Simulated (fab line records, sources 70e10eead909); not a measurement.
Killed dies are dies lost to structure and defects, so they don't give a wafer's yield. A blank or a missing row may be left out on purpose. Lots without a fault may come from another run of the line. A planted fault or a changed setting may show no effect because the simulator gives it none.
Chamber matching | flow nand_harc | NHARC_A_CHANNEL_FILL_D2_ALD_25 on ald_hk-03: 4 sister chambers
The step deposits SiOx, target thk 60 nm, pulse time 10 s, ald cycles 600. 4 wafers are shown with their chamber, then 10 later ones without.

WAFERS WITH THEIR CHAMBER
wafer  | chamber | heater_power_outer_w (W)
L089.6 | 3       | 236
L090.3 | 0       | 236
L090.6 | 2       | 274
L092.5 | 1       | 293

WAFERS WITHOUT THEIR CHAMBER
wafer  | heater_power_outer_w (W)
L092.6 | 237
L093.2 | 239
L093.3 | 298
L093.6 | 272
L094.4 | 232
L094.1 | 238
L094.3 | 272
L095.3 | 288
L095.5 | 242
L095.6 | 279

WHICH CHAMBER EACH WENT THROUGH
wafer  | from the rows above     | in truth
L092.6 | can't be placed: 0 or 3 | 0
L093.2 | can't be placed: 0 or 3 | 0
L093.3 | 1                       | 1
L093.6 | 2                       | 2
L094.4 | can't be placed: 0 or 3 | 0
L094.1 | can't be placed: 0 or 3 | 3
L094.3 | 2                       | 2
L095.3 | 1                       | 1
L095.5 | can't be placed: 0 or 3 | 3
L095.6 | 2                       | 2
Placed correctly: 5 of 10. Can't be placed from these rows: 5 (the true chamber is among the candidates in 5). Placed wrongly: 0.
How it was worked out, from the rows above alone: a wafer's distance from a chamber is the root of the sum, over the readings, of the square of ((its reading less the chamber's mean) divided by the reading's scatter). The wafer belongs to the nearest chamber; if the next one is less than 2 further off, it can't be placed. A chamber's mean is the mean of its shown wafers. The scatter: with one shown wafer a chamber, the root of the mean of the squares of how far each hidden wafer lies from its nearest shown one.
